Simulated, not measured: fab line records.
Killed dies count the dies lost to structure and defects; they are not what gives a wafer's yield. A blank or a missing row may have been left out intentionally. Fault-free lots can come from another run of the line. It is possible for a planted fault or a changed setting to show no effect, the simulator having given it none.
The same fault as seen by 2 desks + flow n5-finfet + each desk has only its own numbers; what lay behind them comes last

== FOR THE TOOL OWNER'S DESK: litho-track-04 ==
The tool's own readings at N5_BEOL_M11_COAT_63 (time 60 s, resist thk 100 nm): means of the sampled wafers that have a number, for each lot that ran on this tool. The brackets show how far a lot's mean lies from the usual mean; more than 4 standard deviations puts the lot out of limits, marked OUT.
Columns: A = heater-power-total-W at N5_BEOL_M11_COAT_63, usual 500.4 W; B = plate-temp-C at N5_BEOL_M11_COAT_63, usual 250.02 C; C = spin-speed-rpm at N5_BEOL_M11_COAT_63, usual 1499.9 rpm
| lot  | first seen here | A                       | B                | C      |
|------|-----------------|-------------------------|------------------|--------|
| L575 | day 10 13:50    | 500.1                   | 250.05           | 1499.7 |
| L578 | day 11 13:19    | 498.6                   | 249.77           | 1501.3 |
| L582 | day 12 05:05    | 499.3                   | 249.98           | 1500.6 |
| L587 | day 13 18:47    | 835.2 (+99 or more) OUT | 266.40 (+91) OUT | 1501.7 |
| L589 | day 14 19:15    | 834.6 (+99 or more) OUT | 266.72 (+93) OUT | 1498.5 |
This desk's verdict: out of limits on L587, L589, starting with L587 at day 13 18:47 (heater-power-total-W at N5_BEOL_M11_COAT_63). Within limits: L575, L578, L582.

== FROM THE METROLOGY DESK ==
Means of the sampled wafers that have a number, per lot and without regard to the tool the lot ran on: this is what the gauges read. The brackets show how far a lot's mean lies from the usual mean; more than 4 standard deviations puts the lot out of limits, marked OUT.
Columns: A = M11_OVL at N5_BEOL_M11_OVL_MEAS_12, usual -0.1 nm; B = V10_OVL at N5_BEOL_M11_OVL_MEAS_29, usual -1.2 nm
| lot  | first seen here | A    | B    |
|------|-----------------|------|------|
| L575 | day 10 13:02    | -0.5 | -0.5 |
| L576 | day 10 17:46    | -0.2 | -2.0 |
| L578 | day 11 09:59    | 0.2  | -1.4 |
| L582 | day 12 04:14    | 0.8  | -0.7 |
| L587 | day 13 14:48    | -1.4 | -1.2 |
| L590 | day 14 10:01    | 0.0  | -0.9 |
| L588 | day 14 17:59    | 0.1  | -0.9 |
| L589 | day 14 18:08    | -0.4 | -0.6 |
| L592 | day 14 18:19    | 0.3  | -1.0 |
| L593 | day 15 06:08    | 0.4  | -1.0 |
| L596 | day 15 17:01    | -0.6 | -2.2 |
This desk's verdict: no lot among the 11 shows anything out of limits.

== BROUGHT TOGETHER ==
The tool owner's desk had the chance to raise an alarm at day 13 18:47 on L587, L589.
From the metrology desk's view, nothing was out of limits.
The metrology desk holds a record of L587, L589, inside its limits.
Of the lots named, all ran N5_BEOL_M11_COAT_63 on litho-track-04.

== WHAT THE SIMULATOR HAD PUT IN ==
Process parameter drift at N5_BEOL_M11_COAT_63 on litho-track-04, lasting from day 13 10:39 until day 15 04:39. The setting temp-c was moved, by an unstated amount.
Shown lots that were struck: L587, L589.
Delay in hours, fault start to first out-of-limits reading, by desk: the tool owner's desk at 8.
